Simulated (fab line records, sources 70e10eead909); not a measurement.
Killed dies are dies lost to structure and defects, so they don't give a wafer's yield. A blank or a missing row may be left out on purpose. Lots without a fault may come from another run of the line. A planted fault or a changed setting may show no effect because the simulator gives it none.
Problem report in the 8D (eight disciplines) form, filled by code | flow nand_harc | the parts of the form that need people (team, actions taken, sign-off) are left out

1. THE PROBLEM
cd_nm at NHARC_A_BLC_CD_MEAS_10 reads a mean of 104.7 nm on 6 wafers of 2 lots; wafers without a fault read 99.9 nm with a standard deviation of 0.57. That is +8.4 standard deviations from the usual mean.
The step: target cd 100 nm.
First seen on wafer L966.1, day 18 16:30, on cd_sem-02. The record holds 36 wafers of 12 lots with a number at this step. Rule for "out", or "out of limits": more than 4 standard deviations from the usual mean. The other wafers with a number count as sound.

2. WHAT IT IS AND WHAT IT IS NOT
question                    | is                     | is not
which readings at this step | cd_nm                  | -
which lots                  | L966, L967             | L959, L961, L962, L965, L976, L977, L979, L980, L981, L982
which wafers of those lots  | all that have a number | -
read on which gauges        | cd_sem-02, cd_sem-03   | cd_sem-01
when                        | from day 18 16:30      | up to then (12 sound wafers); but 18 sound wafers of L976, L977, L979, L980, L981, L982 came after

3. SUSPECTS, AND WHAT RULES EACH OUT
Counting: a tool at a process step up to the reading stays a suspect if it ran every lot that is out and no sound lot after the first of them.
- the gauge at NHARC_A_BLC_CD_MEAS_10: ruled out. The wafers that are out were read on 2 gauges (cd_sem-02, cd_sem-03).
- arfi_scanner-02 at NHARC_A_BLC_EXPOSE_07 (exposes mask A BLC, target cd 100 nm): kept. It ran every lot that is out, first L966 (day 18 16:22), and no sound lot after that; its last sound lot up to then is L965 (day 18 11:43). Its own readings are out on those wafers: exposure_dose_mJ_cm2.
Left after counting: arfi_scanner-02 at NHARC_A_BLC_EXPOSE_07.

4. THE CAUSE (what the simulator had put in)
Process parameter drift: arfi_scanner-02, from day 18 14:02 on, at NHARC_A_BLC_EXPOSE_07. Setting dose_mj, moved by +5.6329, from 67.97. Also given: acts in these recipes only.
Counting left only this tool.

5. THE CHAIN OF EFFECTS, in route order
Each row: a reading whose mean over the struck wafers that have a number lies more than 3 standard deviations from the usual. Only readings for which the record gives a usual standard deviation are gone through. hours: the time from each lot's start at the first step in this table that gives one to its start at this step, as a median over the lots. sigmas: the change in usual standard deviations.
hours | step                   | reading              | usual   | on struck wafers | change | sigmas
0     | NHARC_A_BLC_EXPOSE_07  | exposure_dose_mJ_cm2 | 67.94   | 73.01            | +5.07  | +71
0     | NHARC_A_BLC_CD_MEAS_10 | cd_nm                | 99.9 nm | 104.7            | +4.8   | +8.4
The process steps in it:
- NHARC_A_BLC_EXPOSE_07: exposes mask A BLC, target cd 100 nm.
Later measuring or inspecting steps at which every struck wafer that the step has a row for has a number for every such reading, and none has moved that far: NHARC_A_BLC_INSPECT_12, NHARC_END_SORT_01.

6. WHAT WOULD HAVE CAUGHT IT SOONER
In this record the first reading out of limits at a measuring or inspecting step was taken at day 18 16:30, 2 hours after the fault began at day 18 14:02.
The tool's own readings at NHARC_A_BLC_EXPOSE_07 were out on every struck wafer that the step has a row for (exposure_dose_mJ_cm2): an alarm limit on them would have fired on the first of those.
Of the lots that are out (2), L967 began NHARC_A_BLC_EXPOSE_07 on arfi_scanner-02 after day 18 16:30. A hold on the tool at that time would have spared it.
